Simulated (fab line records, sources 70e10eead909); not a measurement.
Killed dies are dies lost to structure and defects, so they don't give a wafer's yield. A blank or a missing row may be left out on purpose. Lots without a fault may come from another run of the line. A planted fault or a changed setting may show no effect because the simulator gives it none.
Which tool did it? | flow nand_harc | 14 lots, 42 wafers sampled, at 5 steps of a route of 1302

WHAT THE GAUGES READ, wafer by wafer
NHARC_END_SORT_01. Usual: killed_at_array 57, standard deviation 18; killed_at_other 0.9, standard deviation 1.3; killed_at_periphery 3.5, standard deviation 2.2; killed_dies 62, standard deviation 18; killed_open 3.0, standard deviation 1.7; killed_short 2.3, standard deviation 1.5.
lot  | measured     | on        | killed_at_array | killed_at_other | killed_at_periphery | killed_dies | killed_open | killed_short | flag
L623 | day 27 21:24 | prober-02 | 84 82 81        | 2 1 0           | 1 1 3               | 87 84 84    | 3 4 3       | 1 4 3        |
L627 | day 29 00:20 | prober-01 | 20 16 21        | 0 1 0           | 3 2 1               | 23 19 22    | 1 3 1       | 1 0 2        |
L636 | day 31 20:43 | prober-02 | 45 62 58        | 1 2 1           | 97 59 106           | 143 123 165 | 4 3 0       | 2 4 1        | OFF
L637 | day 32 21:43 | prober-02 | 23 38 46        | 0 0 0           | 109 110 63          | 132 148 109 | 1 1 2       | 3 3 1        | OFF
L638 | day 32 19:23 | prober-01 | 45 49 49        | 1 1 1           | 116 105 103         | 162 155 153 | 2 4 3       | 5 1 3        | OFF

WHICH TOOL RAN EACH LOT (tool, then ch and the chambers of the sampled wafers, then the start)
lot  | NHARC_P_CONTACT_DEP_00          | NHARC_THIN_TSV_PRE_CLEAN_50             | NHARC_THIN_TSV_PVD_19                   | NHARC_THIN_TSV_DEGAS_53
L618 | pecvd-01 ch 0,1,2, day 6 06:58  | pvd_sputter-01, day 24 08:17 or earlier | pvd_sputter-01, day 24 08:17 or earlier | pvd_sputter-01, day 24 08:17
L619 | pecvd-04 ch 0,2, day 6 20:55    | pvd_sputter-02, day 25 02:52 or earlier | pvd_sputter-02, day 25 02:52 or earlier | pvd_sputter-01, day 25 02:52
L620 | pecvd-04 ch 2, day 6 23:41      | pvd_sputter-02, day 25 15:33 or earlier | pvd_sputter-02, day 25 15:33 or earlier | pvd_sputter-03, day 25 15:33
L622 | pecvd-03 ch 0,1,2, day 8 00:17  | pvd_sputter-02, day 26 11:25 or earlier | pvd_sputter-02, day 26 11:25 or earlier | pvd_sputter-01, day 26 11:25
L623 | pecvd-01 ch 1,2, day 8 01:05    | pvd_sputter-02, day 27 10:19 or earlier | pvd_sputter-02, day 27 10:19 or earlier | pvd_sputter-02, day 27 10:19
L625 | pecvd-04 ch 0,1,2, day 9 04:55  | pvd_sputter-01, day 27 20:12 or earlier | pvd_sputter-01, day 27 20:12 or earlier | pvd_sputter-01, day 27 20:12
L627 | pecvd-01 ch 0,1,2, day 10 07:43 | pvd_sputter-03, day 28 11:49 or earlier | pvd_sputter-03, day 28 11:49 or earlier | pvd_sputter-01, day 28 11:49
L629 | pecvd-03 ch 1,2, day 10 22:56   | pvd_sputter-01, day 28 21:01 or earlier | pvd_sputter-01, day 28 21:01 or earlier | pvd_sputter-01, day 28 21:01
L632 | pecvd-03 ch 0,1,2, day 12 05:04 | pvd_sputter-03, day 29 22:02 or earlier | pvd_sputter-03, day 29 22:02 or earlier | pvd_sputter-02, day 29 22:02
L633 | pecvd-03 ch 0,1,2, day 12 16:51 | pvd_sputter-02, day 30 04:29 or earlier | pvd_sputter-02, day 30 04:29 or earlier | pvd_sputter-01, day 30 04:29
L636 | pecvd-03 ch 0,2, day 13 17:37   | pvd_sputter-01, day 31 10:30 or earlier | pvd_sputter-01, day 31 10:30 or earlier | pvd_sputter-01, day 31 10:30
L637 | pecvd-03 ch 1,2, day 14 07:50   | pvd_sputter-01, day 32 08:44 or earlier | pvd_sputter-01, day 32 08:44 or earlier | pvd_sputter-03, day 32 08:44
L638 | pecvd-03 ch 0,1, day 14 08:28   | pvd_sputter-03, day 32 07:33 or earlier | pvd_sputter-03, day 32 07:33 or earlier | pvd_sputter-03, day 32 07:33
L640 | pecvd-01 ch 0,1,2, day 15 07:05 | pvd_sputter-03, day 33 08:37 or earlier | pvd_sputter-03, day 33 08:37 or earlier | pvd_sputter-02, day 33 08:37
- NHARC_P_CONTACT_DEP_00: deposits SiO2, target thk 500 nm.
- NHARC_THIN_TSV_PRE_CLEAN_50: time 30 s.
- NHARC_THIN_TSV_PVD_19: deposits TaN, target thk 20 nm.
- NHARC_THIN_TSV_DEGAS_53: time 60 s.

WHAT THE TOOLS THEMSELVES READ (means of the sampled wafers that have a number; where no wafer has one, the mark that the record gives instead)
NHARC_P_CONTACT_DEP_00. Usual: heater_power_w 557 W, standard deviation 64; throttle_valve_pct 15.9 %, standard deviation 0.51.
lot  | tool     | heater_power_w (W) | throttle_valve_pct (%) | flag
L618 | pecvd-01 | 534                | 16.2                   |
L619 | pecvd-04 | 587                | 15.7                   |
L620 | pecvd-04 | 580                | 15.9                   |
L622 | pecvd-03 | 648                | 16.7                   |
L623 | pecvd-01 | 557                | 16.3                   |
L625 | pecvd-04 | 593                | 15.6                   |
L627 | pecvd-01 | 497                | 15.8                   |
L629 | pecvd-03 | 651                | 16.1                   |
L632 | pecvd-03 | 544                | 16.1                   |
L633 | pecvd-03 | 612                | 16.2                   |
L636 | pecvd-03 | 546                | 16.5                   |
L637 | pecvd-03 | 654                | 16.1                   |
L638 | pecvd-03 | 586                | 16.0                   |
L640 | pecvd-01 | 511                | 15.6                   |

NHARC_THIN_TSV_PRE_CLEAN_50. Usual: heater_power_w 406 W, standard deviation 46.
lot  | tool           | heater_power_w (W) | flag
L618 | pvd_sputter-01 | 394                |
L619 | pvd_sputter-02 | 363                |
L620 | pvd_sputter-02 | 376                |
L622 | pvd_sputter-02 | 364                |
L623 | pvd_sputter-02 | 388                |
L625 | pvd_sputter-01 | 379                |
L627 | pvd_sputter-03 | 475                |
L629 | pvd_sputter-01 | 441                |
L632 | pvd_sputter-03 | 474                |
L633 | pvd_sputter-02 | 391                |
L636 | pvd_sputter-01 | 404                |
L637 | pvd_sputter-01 | 411                |
L638 | pvd_sputter-03 | 439                |
L640 | pvd_sputter-03 | 478                |

NHARC_THIN_TSV_PVD_19. Usual: throttle_valve_pct 30.1 %, standard deviation 1.1.
lot  | tool           | throttle_valve_pct (%) | flag
L618 | pvd_sputter-01 | 30.3                   |
L619 | pvd_sputter-02 | 29.5                   |
L620 | pvd_sputter-02 | 30.6                   |
L622 | pvd_sputter-02 | 29.5                   |
L623 | pvd_sputter-02 | 30.6                   |
L625 | pvd_sputter-01 | 30.2                   |
L627 | pvd_sputter-03 | 30.7                   |
L629 | pvd_sputter-01 | 30.2                   |
L632 | pvd_sputter-03 | 30.4                   |
L633 | pvd_sputter-02 | 29.5                   |
L636 | pvd_sputter-01 | 30.0                   |
L637 | pvd_sputter-01 | 30.5                   |
L638 | pvd_sputter-03 | 29.8                   |
L640 | pvd_sputter-03 | 29.4                   |

NHARC_THIN_TSV_DEGAS_53. Usual: heater_power_w 470 W, standard deviation 52.
lot  | tool           | heater_power_w (W) | flag
L618 | pvd_sputter-01 | 429                |
L619 | pvd_sputter-01 | 469                |
L620 | pvd_sputter-03 | 502                |
L622 | pvd_sputter-01 | 473                |
L623 | pvd_sputter-02 | 447                |
L625 | pvd_sputter-01 | 451                |
L627 | pvd_sputter-01 | 473                |
L629 | pvd_sputter-01 | 452                |
L632 | pvd_sputter-02 | 425                |
L633 | pvd_sputter-01 | 427                |
L636 | pvd_sputter-01 | 469                |
L637 | pvd_sputter-03 | 507                |
L638 | pvd_sputter-03 | 495                |
L640 | pvd_sputter-02 | 424                |

THE ANSWER, worked out from the rows above alone
Rule: a lot is off if the mean of its wafers that have a number lies more than 3 standard deviations from the usual mean. A lot without any number at a reading at which 4 lots or more have one is off too. The other lots that the step has rows for count as sound. The gauges are gone through in route order, then the tools' own readings, and for those a lot's mean is taken as printed above. The first step at which some lot is off is used, and at that step the reading that is off furthest; a lot without a number counts as furthest.
Off: L636, L637, L638, at NHARC_END_SORT_01 (killed_at_periphery). Neither off nor sound, because the step has no rows for them: L618, L619, L620, L622, L625, L629, L632, L633, L640.
A tool fits if, at a process step before that reading, it ran every lot that is off, and no sound lot after the first of them. The gauges at NHARC_END_SORT_01 are tried like those tools. NHARC_THIN_TSV_PRE_CLEAN_50 gives no start for some lots, so the hours and the order of its lots are those of NHARC_THIN_TSV_DEGAS_53. NHARC_THIN_TSV_PVD_19 gives no start for some lots, so the hours and the order of its lots are those of NHARC_THIN_TSV_DEGAS_53. One fits: pecvd-03 at NHARC_P_CONTACT_DEP_00. It ran no sound lot before its first lot that is off in this sample, so the start can't be narrowed down.

WHAT THE SIMULATOR HAD PUT IN
Chamber particle source: pecvd-03, from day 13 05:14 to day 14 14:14, at NHARC_P_CONTACT_DEP_00. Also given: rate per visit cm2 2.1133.
Lots struck among those shown: L636, L638, L637. The rule above found the same.
